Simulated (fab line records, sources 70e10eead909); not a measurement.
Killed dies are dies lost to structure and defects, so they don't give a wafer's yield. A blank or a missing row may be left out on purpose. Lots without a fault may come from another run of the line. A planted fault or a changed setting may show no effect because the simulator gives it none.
fab line records | flow nand_harc
record lots=6 wafers=18 last_day=32
route steps=1302 shown A_ZERO_WELL@403 A_SOURCE_PLATE@413 END@1302
lots that met no fault: from a run of the same line without faults
start_h: hours from the record's first day to the start of the lot's first wafer shown | wait_h: hours since the lot's step before | " the same as in the row above | L1.1+2: a row that stands for several wafers | - no value, or no start given | * or withheld: withheld | < > ~ a bound
route shown NAME@n: a module of which the file shows steps, and the number in the route of the first | usual: mean/standard deviation of fault-free wafers | same: alike in all rows | chamber/n: place in a boat | sites: the reading at each site | _std_site: their standard deviation | _edge_site: outer sites' mean less inner sites' | radius_mm: how far each site lies from the wafer's centre | mask NAME#n: copy n | behind: the tool/chamber that last shaped the wafer | hold: why the lot was held/for how many hours/how that ended | device: the transistor (n, p or np) that didn't switch | end of line: the same wafers' tests at the end of the route | a step without rows: its recipe alone | killed: dies lost to structure and defects at the first sort, not the wafer's yield | map: a wafer's dies, x killed, . not, _ none there
set.NAME: the setting as run; set.NAME@STEP: as run at that earlier step | model.NAME: the simulator's own value behind a step, which no gauge read
lots at some steps of the route; a table a step, a row a wafer
services: from which hour (start_h, from the record's first day; less than 0 if before it) a tool's chamber was out of use, for how many hours, and why
## steps
# step NHARC_A_ZERO_WELL_DESCUM_12
# recipe time_s=3 o2_flow_sccm=200 ar_flow_sccm=0 bias_power_w=0 chemistry=O2
# usual drypump_motor_current_A=5.5/0.49 oes_product_au=1.001/0.016 rf_vpp_V=57.7/1 showerhead_plenum_p_Torr=1.91/0.079 throttle_valve_pct=11.311/0.0094
# columns lot.wafer tool chamber start_h wait_h drypump_motor_current_A oes_product_au rf_hours_counter_h rf_vpp_V showerhead_plenum_p_Torr throttle_valve_pct
L923.3 rie_diel-06 1 175.40 - 4.7 1.027 1 58.2 1.81 11.311
L923.2 " 2 " " 5.7 0.975 1 57.2 1.82 11.315
L923.1 " 0 " " 5.3 0.998 1 57.8 1.97 11.309
L927.2 rie_diel-06 3 221.31 - 6.1 0.981 2 58.7 1.92 11.320
L927.6 " 3 " " 6.1 0.984 - 56.5 1.92 11.304
L927.4 " 0 " " 5.4 1.018 - 57.5 1.97 11.309
L929.2 rie_diel-06 0 245.21 - 5.4 1.004 3 57.0 1.97 11.310
L929.1 " 1 " " 4.7 1.023 3 57.7 1.81 11.305
L929.6 " 0 " " 5.4 1.005 - 58.1 1.97 11.313
L931.3 rie_diel-06 0 255.50 - 5.4 1.023 4 56.4 1.97 11.301
L931.1 " 1 " " 4.8 1.034 3 55.9 1.81 11.312
L931.4 " 2 " " 5.7 0.990 3 56.8 1.82 11.311
L940.4 rie_diel-06 3 346.39 - 6.1 1.006 1 56.8 1.92 11.315
L940.5 " 2 " " 5.7 0.978 - 58.1 1.82 11.302
L940.6 " 3 " " 6.1 1.011 - 57.0 1.92 11.301
L941.2 rie_diel-06 2 356.93 - 5.7 0.987 1 57.6 1.82 11.301
L941.6 " 3 " " 6.1 1.004 - 59.4 1.92 11.299
L941.5 " 0 " " 5.4 1.007 - 58.4 1.97 11.310
# step NHARC_A_ZERO_WELL_ETCH_19
# recipe target_depth_a=800 overetch_a=240 time_s=87.88 ion_energy_ev=200 n2_flow_sccm=150 h2_flow_sccm=150 ar_flow_sccm=0 rf_w=400 bias_w=150 chemistry=N2/H2
# usual drypump_motor_current_A=5.5/0.48 h2_flow_sccm=150.0/0.48 oes_product_au=1.000/0.015 rf_vpp_V=430.1/2.4 showerhead_plenum_p_Torr=2.03/0.086 throttle_valve_pct=14.173/0.009
# columns lot.wafer tool chamber start_h wait_h drypump_motor_current_A h2_flow_sccm oes_product_au rf_hours_counter_h rf_vpp_V showerhead_plenum_p_Torr throttle_valve_pct
L923.2 rie_diel-06 3 175.49 0.1 6.1 151.3 0.981 1 430.9 2.05 14.173
L923.3 " 0 " " 5.4 150.0 1.009 1 432.7 2.10 14.176
L923.1 " 1 " " 4.7 149.6 1.020 1 427.0 1.93 14.169
L927.2 rie_diel-06 2 221.41 0.1 5.7 149.4 0.976 2 427.5 1.94 14.195
L927.4 " 2 " " 5.7 150.4 0.978 - 427.7 1.94 14.176
L927.6 " 3 " " 6.2 149.5 0.977 - 429.5 2.05 14.172
L929.2 rie_diel-06 0 245.30 0.1 5.4 151.5 1.012 3 433.4 2.10 14.163
L929.1 " 2 " " 5.7 149.6 0.980 3 428.7 1.94 14.180
L929.6 " 3 " " 6.1 150.4 0.978 - 430.0 2.05 14.165
L931.4 rie_diel-06 2 255.58 0.1 5.7 151.1 0.983 3 427.0 1.94 14.166
L931.1 " 3 " " 6.1 150.0 0.979 3 429.8 2.05 14.168
L931.3 " 1 " " 4.8 150.0 1.025 3 428.0 1.93 14.194
L940.4 rie_diel-06 2 346.48 0.1 5.7 150.2 0.978 1 428.2 1.94 14.166
L940.5 " 1 " " 4.7 149.6 1.025 - 427.3 1.93 14.173
L940.6 " 2 " " 5.7 150.0 0.978 - 428.3 1.94 14.176
L941.2 rie_diel-06 2 357.01 0.1 5.7 149.6 0.977 1 426.2 1.94 14.159
L941.5 " 0 " " 5.4 149.7 0.999 - 433.0 2.10 14.174
L941.6 " 1 " " 4.7 149.7 1.012 - 427.4 1.93 14.181
# step NHARC_A_ZERO_WELL_ETCH_13
# recipe target_depth_a=1200 time_s=40.1 hbr_flow_sccm=150 cl2_flow_sccm=50 rf_w=400 icp_w=400 bias_w=100 chemistry=HBr/Cl2
# usual drypump_motor_current_A=6.0/0.46 mfc_cl2_sccm=50.02/0.15 oes_product_au=1.002/0.013 throttle_valve_pct=26.406/0.0095
# columns lot.wafer tool chamber start_h wait_h drypump_motor_current_A mfc_cl2_sccm oes_product_au rf_hours_counter_h throttle_valve_pct
L923.3 rie_si-06 0 175.60 - 5.3 50.13 0.990 0.74 26.405
L923.1 " 2 " " 6.4 50.27 1.010 0.63 26.389
L923.2 " 3 " " 6.4 49.95 1.034 0.68 26.403
L927.4 rie_si-02 2 221.53 - 5.9 49.98 1.004 0.66 26.413
L927.2 " 3 " " 6.5 49.70 1.004 0.66 26.397
L927.6 " 3 " " 6.4 50.00 1.012 - 26.409
L929.2 rie_si-02 2 245.43 - 5.9 50.08 0.979 0.84 26.400
L929.1 " 3 " " 6.5 49.70 0.992 0.88 26.414
L929.6 " 2 " " 5.9 49.83 0.980 - 26.398
L931.3 rie_si-02 3 255.70 - 6.5 50.17 1.002 0.99 26.403
L931.1 " 2 " " 5.9 50.11 0.987 0.98 26.420
L931.4 " 2 " " 5.9 50.00 0.993 - 26.412
L940.4 rie_si-06 2 346.60 - 6.3 49.99 1.003 0.50 26.397
L940.6 " 1 " " 5.4 49.94 1.000 - 26.431
L940.5 " 2 " " 6.3 50.04 0.996 - 26.407
L941.2 rie_si-03 2 357.11 - 5.3 50.05 0.968 0.83 26.407
L941.5 " 2 " " 5.3 49.92 0.965 - 26.417
L941.6 " 3 " " 5.6 50.03 0.995 - 26.405
# step NHARC_A_ZERO_WELL_STRIP_14
# recipe time_s=900 temp_c=130 chemistry=SPM
# step NHARC_A_ZERO_WELL_IMPLANT_15
# recipe energy_kev=150 dose_cm2=1e+13 tilt_deg=7
# step NHARC_A_ZERO_WELL_PRECLEAN_22
# recipe time_s=60 temp_c=50 bath_age_min=0 chemistry=SC1
# step NHARC_A_ZERO_WELL_SRD_23
# step NHARC_A_ZERO_WELL_RTA_16
# recipe temp_c=1000 time_s=10
# usual lamp_power_pct=30.42/0.055 wafer_temp_C_max=1005.2/1.7
# columns lot.wafer tool chamber start_h wait_h lamp_power_pct wafer_temp_C_max
L923.1 rtp_anneal-02 0 176.52 - 30.36 1005.8
L923.2 " 0 " " 30.40 1005.6
L923.3 " 0 " " 30.44 1007.4
L927.2 rtp_anneal-01 0 222.46 - 30.37 1004.1
L927.4 " 0 " " 30.41 1003.7
L927.6 " 0 " " 30.33 1003.8
L929.1 rtp_anneal-01 0 246.31 - 30.46 1003.4
L929.2 " 0 " " 30.35 1003.1
L929.6 " 0 " " 30.42 1002.5
L931.1 rtp_anneal-02 0 256.63 - 30.48 1006.7
L931.3 " 0 " " 30.45 1007.0
L931.4 " 0 " " 30.45 1005.5
L940.4 rtp_anneal-01 0 347.57 - 30.42 1004.2
L940.5 " 0 " " 30.38 1003.0
L940.6 " 0 " " 30.37 1003.3
L941.2 rtp_anneal-01 0 358.04 - 30.36 1002.8
L941.5 " 0 " " 30.36 1003.8
L941.6 " 0 " " 30.37 1003.5
# step NHARC_A_ZERO_WELL_INSPECT_17
# usual raw_defect_count=11/5.8
# columns lot.wafer tool chamber start_h wait_h raw_defect_count
L923.1 defect_inspect-01 - 176.71 0.2 14
L923.2 " - " " 8
L923.3 " - " " 10
L927.2 defect_inspect-02 - 222.63 0.1 20
L927.4 " - " " 16
L927.6 " - " " 22
L929.1 defect_inspect-02 - 246.51 0.2 7
L929.2 " - " " 5
L929.6 " - " " 5
L931.1 defect_inspect-02 - 256.82 0.2 4
L931.3 " - " " 18
L931.4 " - " " 5
L940.4 defect_inspect-01 - 347.69 0.1 22
L940.5 " - " " 8
L940.6 " - " " 5
L941.2 defect_inspect-01 - 358.21 0.1 5
L941.5 " - " " 10
L941.6 " - " " 13
# step NHARC_A_SOURCE_PLATE_PRECLEAN_00
# recipe time_s=60 chemistry=HF-LAST
# step NHARC_A_SOURCE_PLATE_SRD_01
# step NHARC_A_SOURCE_PLATE_OXIDE_02
# recipe target_thk_a=100 temp_c=900 ox_time_s=1362 material=SiO2
# usual ox_temp_c=899.9/0.37 ox_time_s=1362/0 zone_power_lower_pct=17.6/2.5
# columns lot.wafer tool chamber start_h wait_h ox_temp_c ox_time_s zone_power_lower_pct
L923.1 furnace-03 0 179.96 - 900.1 1362 15.6
L923.2 " 0 " " 900.5 1362 15.2
L923.3 " 0 " " 899.3 1362 15.6
L927.2 furnace-03 0 226.05 - 899.8 1362 15.4
L927.4 " 0 " " 899.4 1362 15.7
L927.6 " 0 " " 899.7 1362 15.6
L929.1 furnace-01 0 251.68 - 900.4 1362 18.6
L929.2 " 0 " " 900.3 1362 19.0
L929.6 " 0 " " 900.1 1362 19.0
L929.1 furnace-05 0 258.50 3.1 899.7 1362 21.8
L929.2 " 0 " " 899.3 1362 22.4
L929.6 " 0 " " 900.0 1362 22.1
L931.1 furnace-03 - 260.07 - - - -
L931.3 " - " " - - -
L931.4 " - " " - - -
L931.1 furnace-03 0 264.02 0.3 900.0 1362 15.6
L931.3 " 0 " " 899.6 1362 15.4
L931.4 " 0 " " 899.7 1362 15.5
L940.4 furnace-05 0 349.77 - 899.9 1362 22.5
L940.5 " 0 " " 899.8 1362 22.3
L940.6 " 0 " " 899.3 1362 22.5
L941.2 furnace-03 0 361.45 - 899.3 1362 15.7
L941.5 " 0 " " 899.6 1362 15.6
L941.6 " 0 " " 899.4 1362 15.6
# step NHARC_A_SOURCE_PLATE_THK_MEAS_09
# recipe thk_meas_gauge=ellipsometry
# usual thk_nm=9.6/1.1
# columns lot.wafer tool chamber start_h wait_h thk_nm
L923.1 film_metro-01 - 184.00 0.4 10.4
L923.2 " - " " 8.3
L923.3 " - " " 7.4
L927.2 film_metro-02 - 230.10 0.4 10.3
L927.4 " - " " 7.3
L927.6 " - " " 9.2
L929.1 film_metro-01 - 262.88 0.7 17.2
L929.2 " - " " 15.5
L929.6 " - " " 14.9
L931.1 film_metro-02 - 268.41 0.7 14.2
L931.3 " - " " 16.1
L931.4 " - " " 13.4
L940.4 film_metro-01 - 353.85 0.4 9.2
L940.5 " - " " 9.8
L940.6 " - " " 9.3
L941.2 film_metro-02 - 365.48 0.4 10.7
L941.5 " - " " 9.2
L941.6 " - " " 10.6
# step NHARC_A_SOURCE_PLATE_PVD_04
# recipe target_thk_a=500 material=WSi2
# step NHARC_END_SORT_01
# recipe temp_c=25
# usual killed_at_array=55/19 killed_at_other=0.9/1.4 killed_at_periphery=3.8/2.9 killed_dies=60/19 killed_open=3.3/1.8 killed_short=2.6/1.6
# same gross_dies=677
# columns lot.wafer tool chamber start_h wait_h killed_at_array killed_at_other killed_at_periphery killed_dies killed_open killed_short
L929.1 prober-01 0 687.41 2.5 38 0 3 41 1 4
L929.2 prober-01 0 688.21 2.8 59 0 3 62 3 0
L929.6 prober-01 0 691.40 4.0 37 0 3 40 0 4
# killed by level:class
L929.1 A_SLIT:chamber_film_flake=21 A_CHANNEL_HOLE_D1:chamber_film_flake=5 A_STAIRCASE:chamber_film_flake=4 A_DECK1_JOINT:chamber_film_flake=2 A_CHANNEL_HOLE_D2:chamber_film_flake=2 P_STI:geometric_particle:short=1 A_DECK1_JOINT:geometric_particle:short=1 A_CHANNEL_FILL_D2:geometric_particle:short=1
L929.2 A_SLIT:chamber_film_flake=37 A_CHANNEL_HOLE_D1:chamber_film_flake=11 A_STAIRCASE:chamber_film_flake=4 P_GATE:chamber_film_flake=3 A_ONON_D1:geometric_particle:open=2 A_M1:geometric_particle:open=1 A_CHANNEL_HOLE_D2:chamber_film_flake=1 A_CONTACT:chamber_film_flake=1
L929.6 A_SLIT:chamber_film_flake=23 A_CHANNEL_HOLE_D1:chamber_film_flake=5 A_CHANNEL_FILL_D1:geometric_particle:short=2 P_M1:chamber_film_flake=2 A_STAIRCASE:chamber_film_flake=2 A_ONON_D1:geometric_particle:short=1 A_DECK1_JOINT:geometric_particle:short=1 P_ZERO_WELL:chamber_film_flake=1
## services
# columns tool chamber start_h hours kind
rie_diel-06 0 163.70 - clean
rie_diel-06 1 163.70 - clean
rie_diel-06 2 163.70 - clean
rie_diel-06 3 163.70 - clean
rie_si-02 1 169.50 6.8 repair
rie_diel-06 0 188.20 - clean
rie_diel-06 1 188.20 - clean
rie_si-02 1 203.76 2.3 repair
furnace-01 - 209.26 26.0 pm
rie_diel-06 1 218.83 15.4 repair
rie_si-03 - 221.00 9.0 pm
rie_si-06 - 249.00 9.0 pm
rie_si-02 0 252.10 18.4 repair
rie_diel-06 2 260.02 7.1 repair
rie_si-02 3 271.65 7.8 repair
rie_si-02 - 277.07 9.0 pm
rie_diel-06 2 280.75 4.4 repair
rie_si-06 3 281.64 33.7 repair
rie_si-02 1 292.31 22.1 repair
rie_si-06 - 294.00 0.8 repair
furnace-03 - 296.77 26.0 pm
rie_si-06 2 298.47 7.2 repair
rie_diel-06 - 307.20 9.0 pm
furnace-05 - 342.62 4.1 repair
## key
first_sign step=NHARC_A_SOURCE_PLATE_OXIDE_02 reading=visit direction=added
effect step=NHARC_A_SOURCE_PLATE_OXIDE_02 reading=tool_record direction=missing
effect step=NHARC_A_SOURCE_PLATE_THK_MEAS_09 reading=thk_nm direction=up sigmas=5.3 usual=9.6 struck=15.2
met_at NHARC_A_SOURCE_PLATE_OXIDE_02
struck_wafers L929.1,L929.2,L929.6,L931.1,L931.3,L931.4
tester_left_out L929,L931
fault kind=repeated_step_whole tool=furnace-01,furnace-03,furnace-05 chamber=- onset_h=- steps=NHARC_A_SOURCE_PLATE_OXIDE_02 times=1 scope=struck_lots_only
# tester_left_out: of these lots the tester's yield and bins aren't shown, on N5 and GAA mostly nor the transistor test; their killed dies are dies lost to structure and defects alone, not to doping, threshold or leakage, so they don't give the yield
